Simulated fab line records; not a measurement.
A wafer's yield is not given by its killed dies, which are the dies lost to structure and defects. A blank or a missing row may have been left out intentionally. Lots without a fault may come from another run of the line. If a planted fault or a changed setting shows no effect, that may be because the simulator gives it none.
fab line records	flow n5Finfet
[record] lots = 9	wafers = 27	lastDay = 18
route steps=1938 shown PMOS_HMC_CHANNEL_EPI@66 BEOL_M4@1111 PASSIVATION@1936
lots with no fault: from the same line, run without faults
startH: the number of hours between the record's first day and the start of the first shown wafer of the lot	waitH: hours from the lot's prior step to this one	" as in the row above	L1.1+2: a row that stands for several wafers	- no value, or no start was given	* or withheld: withheld	< > ~ a bound
route shown NAME@n: names a module that has steps shown in the file, with the first one's number in the route	usual: mean/standard deviation of fault-free wafers	same: alike in all rows	chamber/n: place in a boat	sites: per-site readings	_std_site: standard deviation across them	_edge_site: mean of outer sites minus mean of inner sites	radiusMm: how far each site lies from the wafer's centre	mask NAME#n: copy n	behind: the tool/chamber that last shaped the wafer	hold: reason for holding the lot/hours on hold/outcome of the hold	device: the n, p or np transistor that did not switch	end of line: the same wafers' tests at the end of the route	a step given without rows: its recipe and nothing more	killed: count of dies lost to structure and defects at first sort (not the wafer's yield)	map: dies across one wafer; x = killed, . = not, _ = none there
set.NAME: the setting the step ran with; set.NAME@STEP: the setting that earlier step ran with	model.NAME: the simulator's own value behind a step, which no gauge read
a sample of lots followed through the steps of the route, with each step as a table and each wafer as a row
services: from which hour (startH, from the record's first day; less than 0 if before it) a tool's chamber was out of use, for how many hours, and why
[[steps]]
[step N5_PMOS_HMC_CHANNEL_EPI_OVL_MEAS_10]
[recipe] pointsPerWafer = 44
[usual] PMOS_HMC_BLK_OVL = -0.1/0.69
lot.wafer	tool	chamber	startH	waitH	PMOS_HMC_BLK_OVL[nm]
L571.2	overlay-01	0	17.17	0.0	-0.2
L571.5	"	0	"	"	0.0
L571.6	"	0	"	"	1.2
L577.3	overlay-02	0	53.49	0.0	-0.6
L577.4	"	0	"	"	0.3
L577.5	"	0	"	"	-0.2
L580.2	overlay-02	0	72.10	0.0	0.8
L580.4	"	0	"	"	0.3
L580.6	"	0	"	"	-0.3
L583.3	overlay-02	0	89.82	0.0	-0.2
L583.5	"	0	"	"	-0.4
L583.6	"	0	"	"	-1.5
L584.2	overlay-02	0	95.76	0.0	1.4
L584.4	"	0	"	"	0.8
L584.5	"	0	"	"	0.8
L586.1	overlay-01	0	106.90	0.0	0.0
L586.3	"	0	"	"	0.5
L586.4	"	0	"	"	-0.3
L591.3	overlay-01	0	139.24	0.0	0.9
L591.4	"	0	"	"	0.7
L591.6	"	0	"	"	-0.1
L593.2	overlay-02	0	149.26	0.0	0.0
L593.3	"	0	"	"	-0.2
L593.5	"	0	"	"	0.6
L594.1	overlay-01	0	155.52	0.0	1.4
L594.4	"	0	"	"	0.9
L594.5	"	0	"	"	1.9
[step N5_PMOS_HMC_CHANNEL_EPI_ETCH_38]
[recipe] chemistry = CF4	target = SiO2	targetDepthA = 15	ionEnergyEv = 350	pressureMtorr = 10	icpW = 800	biasW = 400	cf4FlowSccm = 80
[usual] chamberPressureMTorr = 10.000/0.013	drypumpMotorCurrentA = 5.8/0.37	oesProductAu = 0.992/0.023	throttleValvePct = 21.7/0.3
lot.wafer	tool	chamber	startH	waitH	chamberPressureMTorr	drypumpMotorCurrentA	oesProductAu	rfHoursCounterH	throttleValvePct
L571.2	rieSi-06	3	17.92	0.0	9.992	5.0	1.045	16	21.3
L571.5	"	3	"	"	9.982	5.0	1.026	-	21.3
L571.6	"	2	"	"	10.000	5.9	0.951	-	21.4
L577.3	rieSi-01	0	53.99	0.0	9.997	5.9	0.976	11	21.8
L577.4	"	3	"	"	9.993	5.8	0.955	128	21.8
L577.5	"	1	"	"	10.007	6.3	0.997	-	21.5
L580.2	rieSi-04	0	72.70	0.0	9.987	5.5	0.987	109	21.8
L580.4	"	3	"	"	9.992	6.3	1.007	149	22.4
L580.6	"	0	"	"	10.007	5.5	0.978	-	21.8
L583.3	rieSi-01	2	90.60	0.0	10.004	5.9	1.001	141	21.8
L583.5	"	0	"	"	9.997	5.9	0.990	-	21.8
L583.6	"	1	"	"	9.995	6.3	0.996	-	21.5
L584.2	rieSi-06	2	97.52	0.0	9.985	5.9	0.945	8	21.4
L584.4	"	0	"	"	9.995	6.0	0.965	146	21.9
L584.5	"	3	"	"	9.990	5.0	1.029	-	21.3
L586.1	rieSi-06	3	107.61	0.0	10.003	5.0	1.038	18	21.4
L586.3	"	2	"	"	9.987	5.9	0.953	8	21.4
L586.4	"	1	"	"	10.002	5.9	1.002	86	21.9
L591.3	rieSi-04	3	139.74	0.0	9.994	6.4	1.009	150	22.4
L591.4	"	1	"	"	9.992	5.4	1.014	170	21.4
L591.6	"	3	"	"	10.007	6.4	1.010	-	22.4
L593.2	rieSi-01	0	150.03	0.0	9.988	5.9	0.986	13	21.8
L593.3	"	1	"	"	9.996	6.2	1.013	119	21.5
L593.5	"	2	"	"	9.998	5.8	1.001	-	21.8
L594.1	rieSi-04	0	156.02	0.0	9.983	5.5	0.987	111	21.8
L594.4	"	2	"	"	10.026	5.6	0.968	56	21.5
L594.5	"	3	"	"	10.001	6.4	1.006	-	22.4
[step N5_PMOS_HMC_CHANNEL_EPI_FIN_RECESS_16]
[recipe] chemistry = HBr/Cl2	target = Si	maskMaterial = SiO2	targetDepthA = 540	timeS = 18	pressureMtorr = 10	icpW = 800	biasW = 75	HBr_flow_sccm = 150	Cl2_flow_sccm = 80
[usual] chamberPressureMTorr = 10.000/0.0094	drypumpMotorCurrentA = 5.8/0.37	oesProductAu = 0.991/0.019	throttleValvePct = 35.5/0.34
lot.wafer	tool	chamber	startH	waitH	chamberPressureMTorr	drypumpMotorCurrentA	oesProductAu	rfHoursCounterH	throttleValvePct
L571.2	rieSi-06	3	17.94	0.0	10.003	5.0	1.024	16	35.0
L571.5	"	3	"	"	9.998	5.0	1.012	-	35.1
L571.6	"	2	"	"	9.988	5.9	0.960	-	35.2
L577.3	rieSi-01	0	54.01	0.0	10.027	5.9	0.984	11	35.2
L577.4	"	3	"	"	10.008	5.8	0.961	128	35.4
L577.5	"	1	"	"	9.994	6.3	0.994	-	35.4
L580.2	rieSi-04	0	72.72	0.0	9.995	5.5	0.991	109	35.5
L580.4	"	3	"	"	9.983	6.3	0.993	149	36.4
L580.6	"	0	"	"	9.991	5.5	0.986	-	35.5
L583.3	rieSi-01	2	90.62	0.0	10.008	5.8	1.005	141	35.5
L583.5	"	0	"	"	10.014	5.9	0.992	-	35.2
L583.6	"	1	"	"	10.004	6.3	1.001	-	35.4
L584.2	rieSi-06	2	97.54	0.0	9.994	5.9	0.961	8	35.2
L584.4	"	0	"	"	9.993	6.0	0.978	146	35.6
L584.5	"	3	"	"	10.003	5.0	1.027	-	35.0
L586.1	rieSi-06	3	107.63	0.0	9.989	5.0	1.032	18	35.0
L586.3	"	2	"	"	9.997	5.9	0.963	8	35.2
L586.4	"	1	"	"	9.998	5.9	0.994	86	35.8
L591.3	rieSi-04	3	139.76	0.0	9.997	6.4	0.992	150	36.4
L591.4	"	1	"	"	10.004	5.4	1.010	170	35.2
L591.6	"	3	"	"	9.993	6.4	0.999	-	36.4
L593.2	rieSi-01	0	150.05	0.0	10.007	5.9	0.992	13	35.2
L593.3	"	1	"	"	9.994	6.3	1.008	119	35.4
L593.5	"	2	"	"	9.988	5.9	0.997	-	35.5
L594.1	rieSi-04	0	156.04	0.0	10.013	5.5	0.995	111	35.5
L594.4	"	2	"	"	9.991	5.6	0.979	56	35.5
L594.5	"	3	"	"	9.997	6.3	0.998	-	36.4
[step N5_PMOS_HMC_CHANNEL_EPI_THK_MEAS_22]
[recipe] reads = SiGe30_of_PMOS_HMC_CHANNEL_EPI_EPI_20
[usual] HMC_CMP_THK = 53.7/0.96
lot.wafer	tool	chamber	startH	waitH	HMC_CMP_THK[nm]
L571.2	filmMetro-01	-	20.69	-	54.8
L571.5	"	-	"	"	54.4
L571.6	"	-	"	"	51.7
L577.3	filmMetro-02	-	55.81	-	53.4
L577.4	"	-	"	"	53.2
L577.5	"	-	"	"	54.5
L580.2	filmMetro-02	-	74.52	-	52.4
L580.4	"	-	"	"	53.4
L580.6	"	-	"	"	52.0
L583.3	filmMetro-02	-	92.82	-	53.6
L583.5	"	-	"	"	53.6
L583.6	"	-	"	"	54.4
L584.2	filmMetro-02	-	99.37	-	52.6
L584.4	"	-	"	"	53.5
L584.5	"	-	"	"	55.0
L586.1	filmMetro-02	-	111.08	-	54.8
L586.3	"	-	"	"	51.9
L586.4	"	-	"	"	59.9
L591.3	filmMetro-02	-	141.56	-	53.8
L591.4	"	-	"	"	54.6
L591.6	"	-	"	"	54.1
L593.2	filmMetro-01	-	151.85	-	53.9
L593.3	"	-	"	"	55.3
L593.5	"	-	"	"	53.6
L594.1	filmMetro-02	-	157.84	-	53.1
L594.4	"	-	"	"	53.3
L594.5	"	-	"	"	54.4
[step N5_PMOS_HMC_CHANNEL_EPI_EPI_26]
[recipe] material = Si	targetThkA = 38	tempC = 650	precursor = SiH4/H2	pressureTorr = 20	timeS = 22.7
[usual] throttleValvePct = 11.80/0.3
lot.wafer	tool	chamber	startH	waitH	throttleValvePct
L571.2	epiRpcvd-04	0	20.85	0.1	11.59
L571.5	"	0	"	"	11.71
L571.6	"	0	"	"	11.72
L577.3	epiRpcvd-03	0	56.02	0.1	11.87
L577.4	"	0	"	"	11.89
L577.5	"	0	"	"	11.95
L580.2	epiRpcvd-03	0	74.70	0.1	12.02
L580.4	"	0	"	"	12.18
L580.6	"	0	"	"	11.93
L583.3	epiRpcvd-01	0	93.06	0.2	11.45
L583.5	"	0	"	"	11.51
L583.6	"	0	"	"	11.41
L584.2	epiRpcvd-03	0	99.57	0.1	12.03
L584.4	"	0	"	"	11.79
L584.5	"	0	"	"	12.01
L586.1	epiRpcvd-04	0	111.19	0.0	11.76
L586.3	"	0	"	"	11.78
L586.4	"	0	"	"	11.88
L591.3	epiRpcvd-03	0	141.80	0.2	11.93
L591.4	"	0	"	"	12.21
L591.6	"	0	"	"	11.89
L593.2	epiRpcvd-04	0	152.01	0.1	11.60
L593.3	"	0	"	"	11.60
L593.5	"	0	"	"	11.50
L594.1	epiRpcvd-03	0	157.95	0.0	12.11
L594.4	"	0	"	"	12.26
L594.5	"	0	"	"	12.05
[step N5_BEOL_M4_RC_MEAS_101]
[usual] CJ_P = 5.83/0.2	DIBL_N = 36.5/2	DIBL_P = 36.5/2.3	IOFF_N = 0.16/0.036	IOFF_P = 0.21/0.037	IOFF_P_85C = 3.7/0.54	IOFF_P_LONG = 0.000106/7.6e-06	ION_N = 672/12	ION_P = 459/7.1	SS_N = 71.6/0.73	SS_P = 73.4/0.76	VT_N = 250/3.3	VT_P = -250.5/2.9
lot.wafer	tool	chamber	startH	waitH	CJ_P	DIBL_N[mV/V]	DIBL_P[mV/V]	IOFF_N[nA/um]	IOFF_P[nA/um]	IOFF_P_85C[nA/um]	IOFF_P_LONG[nA/um]	ION_N[uA/um]	ION_P[uA/um]	SS_N[mV/dec]	SS_P[mV/dec]	VT_N[mV]	VT_P[mV]
L571.2	prober-02	0	182.99	0.2	5.42	31.8	34.0	0.12	0.17	2.9	0.000102	671	462	71.2	72.4	252	-250.3
L571.5	"	0	"	"	5.59	33.0	34.7	0.13	0.17	3.0	0.000103	659	450	70.6	72.4	254	-253.8
L571.6	"	0	"	"	6.18	34.4	37.4	0.16	0.20	3.5	0.000116	675	461	70.9	73.5	250	-249.8
L577.3	prober-02	0	201.96	0.3	5.72	37.3	35.9	0.20	0.24	4.0	0.000111	665	450	71.8	73.2	244	-250.3
L577.4	"	0	"	"	5.95	36.1	35.1	0.18	0.24	4.1	0.000118	679	467	71.3	73.1	249	-250.9
L577.5	"	0	"	"	5.57	35.4	33.9	0.17	0.21	3.7	0.000112	689	470	71.3	73.8	246	-248.8
L580.2	prober-02	0	229.58	0.2	6.12	37.6	38.5	0.18	0.23	3.8	0.000109	675	461	72.6	74.5	248	-248.7
L580.4	"	0	"	"	5.84	36.0	36.5	0.15	0.19	3.4	0.000103	680	461	71.7	73.3	249	-250.3
L580.6	"	0	"	"	6.03	33.6	33.9	0.11	0.16	2.8	0.000108	664	451	70.6	72.6	255	-253.8
L583.3	prober-01	0	257.46	0.3	5.83	38.3	36.8	0.19	0.25	4.3	0.000112	684	464	71.7	74.4	245	-248.6
L583.5	"	0	"	"	5.86	39.4	37.8	0.24	0.27	4.5	0.000113	693	465	72.8	74.5	243	-247.5
L583.6	"	0	"	"	5.72	38.6	37.5	0.21	0.27	4.4	0.000109	680	462	72.3	74.3	247	-247.8
L584.2	prober-01	0	259.40	0.2	6.01	36.3	36.2	0.16	0.20	3.6	0.000107	663	448	71.8	73.1	250	-252.3
L584.4	"	0	"	"	5.86	37.4	36.3	0.19	0.21	3.7	0.000102	652	446	73.3	73.4	250	-249.7
L584.5	"	0	"	"	5.65	37.3	38.8	0.20	0.25	4.3	9.9e-05	669	463	72.6	73.4	247	-246.2
L586.1	prober-01	0	263.28	0.0	5.70	35.6	38.7	0.16	0.20	3.5	9.7e-05	675	459	71.5	74.3	250	-251.6
L586.3	"	0	"	"	6.12	36.9	39.1	0.17	0.21	3.6	0.000105	672	456	71.8	74.2	250	-252.3
L586.4	"	0	"	"	3.26	33.8	51.3	0.12	1.21	15.7	7.5e-05	659	430	71.3	89.6	255	-255.6
L591.3	prober-02	0	298.06	0.3	5.80	36.7	36.8	0.15	0.20	3.3	9.2e-05	670	454	71.4	73.5	253	-255.1
L591.4	"	0	"	"	5.57	38.1	38.8	0.17	0.22	3.7	9e-05	671	458	71.5	73.9	248	-251.8
L591.6	"	0	"	"	5.87	38.2	38.9	0.17	0.23	3.8	9.6e-05	678	458	72.2	73.0	249	-251.8
L593.2	prober-01	0	309.41	0.2	5.70	38.1	41.2	0.24	0.30	4.9	0.000109	691	474	72.1	73.9	243	-243.0
L593.3	"	0	"	"	5.46	37.5	39.5	0.21	0.26	4.5	0.000105	684	467	71.8	74.3	248	-246.6
L593.5	"	0	"	"	5.88	37.7	39.4	0.21	0.26	4.4	0.00011	661	449	72.3	74.0	247	-245.4
L594.1	prober-01	0	332.06	0.0	6.02	38.1	40.2	0.19	0.21	3.7	8.9e-05	671	457	71.6	75.2	249	-250.8
L594.4	"	0	"	"	5.95	39.1	40.6	0.22	0.23	4.0	8.9e-05	682	457	72.8	74.2	246	-251.5
L594.5	"	0	"	"	5.78	38.8	41.3	0.21	0.23	4.0	8.8e-05	675	456	72.4	74.7	248	-248.9
[step N5_PASSIVATION_PROBE_49]
[usual] defectLimitedYield = 91.4/1.4	killed_at_M0_to_M3 = 33/11	killed_at_M4_up = 13/5.3	killedAtContacts = 13/6.1	killedAtFrontEnd = 40/11	killedAtOther = 2.9/2.7	killedDies = 102/17	killedOpen = 68/13	killedShort = 32/7.5	sort_bin_4_leakage = 0.00/0.022	sort_bin_5_function = 5.1/0.98	sort_bin_6_memory = 3.2/0.69	sort_bin_8_speed = 0.1/1.1	sortNPass = 1077/21	sortYieldPct = 91.3/1.7
[same] grossDies = 1180	killedAtBackSide = 0
lot.wafer	tool	chamber	startH	waitH	defectLimitedYield[%]	killed_at_M0_to_M3	killed_at_M4_up	killedAtContacts	killedAtFrontEnd	killedAtOther	killedDies	killedOpen	killedShort	sort_bin_4_leakage[%]	sort_bin_5_function[%]	sort_bin_6_memory[%]	sort_bin_8_speed[%]	sortNPass	sortYieldPct[%]
L586.1	prober-02	-	391.82	0.0	91.0	32	15	10	45	4	106	65	38	0	6.0	2.7	0	1074	91.0
L586.3	prober-02	-	391.92	0.1	90.3	31	20	15	46	2	114	75	39	0	5.6	3.8	0	1066	90.3
L586.4	prober-02	-	391.97	0.2	90.9	31	17	12	42	5	107	78	27	90.93	5.0	3.6	0	0	0
// killed by level:class
L586.1 BEOL_M3:geometricParticle:open=11 FIN_SAQP:geometricParticle:open=10 STI_FIN_REVEAL:geometricParticle:open=9 MOL_CONTACT_COAG:geometricParticle:open=8 FIN_SAQP:geometricParticle:short=7 BEOL_M0_SAQP:geometricParticle:open=7 BEOL_M0_SAQP:geometricParticle:short=7 STI_FIN_REVEAL:geometricParticle:short=5
L586.3 FIN_SAQP:geometricParticle:open=11 MOL_CONTACT_COAG:geometricParticle:open=11 STI_FIN_REVEAL:geometricParticle:open=9 BEOL_M0_SAQP:geometricParticle:open=8 BEOL_M2:geometricParticle:open=6 FIN_SAQP:geometricParticle:short=5 BEOL_M0_SAQP:geometricParticle:short=5 BEOL_M3:geometricParticle:open=5
L586.4 STI_FIN_REVEAL:geometricParticle:open=18 MOL_CONTACT_COAG:geometricParticle:open=10 BEOL_M0_SAQP:geometricParticle:open=10 FIN_SAQP:geometricParticle:open=9 BEOL_M0_SAQP:geometricParticle:short=8 BEOL_M4:geometricParticle:open=6 BEOL_M3:geometricParticle:open=5 STARTING-WAFER:geometricParticle:short=5
[[services]]
tool	chamber	startH	hours	kind
rieSi-06	0	-2.25	15.0	repair
rieSi-01	3	16.09	4.7	repair
rieSi-04	-	30.41	0.9	repair
epiRpcvd-01	-	38.59	0.8	repair
rieSi-06	0	54.56	4.0	repair
rieSi-04	3	80.55	14.1	repair
epiRpcvd-01	-	117.72	2.0	repair
[[key]]
[firstSign] step = N5_PMOS_HMC_CHANNEL_EPI_THK_MEAS_22	reading = HMC_CMP_THK	direction = up	sigmas = 6.5	usual = 53.7	struck = 59.9
[effect] step = N5_BEOL_M4_RC_MEAS_101	reading = IOFF_P	direction = up	sigmas = 27	usual = 0.21	struck = 1.21
[effect] step = N5_BEOL_M4_RC_MEAS_101	reading = IOFF_P_85C	direction = up	sigmas = 22	usual = 3.7	struck = 15.7
[effect] step = N5_BEOL_M4_RC_MEAS_101	reading = SS_P	direction = up	sigmas = 21	usual = 73.4	struck = 89.6
[effect] step = N5_BEOL_M4_RC_MEAS_101	reading = CJ_P	direction = down	sigmas = 13	usual = 5.83	struck = 3.26
[effect] step = N5_BEOL_M4_RC_MEAS_101	reading = DIBL_P	direction = up	sigmas = 6.4	usual = 36.5	struck = 51.3
[effect] step = N5_BEOL_M4_RC_MEAS_101	reading = ION_P	direction = down	sigmas = 4.1	usual = 459	struck = 430
[effect] step = N5_BEOL_M4_RC_MEAS_101	reading = IOFF_P_LONG	direction = down	sigmas = 4	usual = 0.000106	struck = 7.5e-05
[effect] step = N5_PASSIVATION_PROBE_49	reading = sort_bin_4_leakage	direction = up	sigmas = 99+	usual = 0.00	struck = 90.93
metAt N5_PMOS_HMC_CHANNEL_EPI_FIN_RECESS_16
struckLots L586
struckWafers L586.4
notActingAt N5_PMOS_HMC_CHANNEL_EPI_OVL_MEAS_10,N5_PMOS_HMC_CHANNEL_EPI_ETCH_38,N5_PMOS_HMC_CHANNEL_EPI_EPI_26
onsetBetween 97.54 107.63
[fault] kind = processParameterDrift	tool = rieSi-06	chamber = -	onsetH = 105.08	steps = N5_PMOS_HMC_CHANNEL_EPI_FIN_RECESS_16	channel = timeS	offset = *	shape = step	endH = 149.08	scope = struckWafersOnly	actsIn = *	stated = *
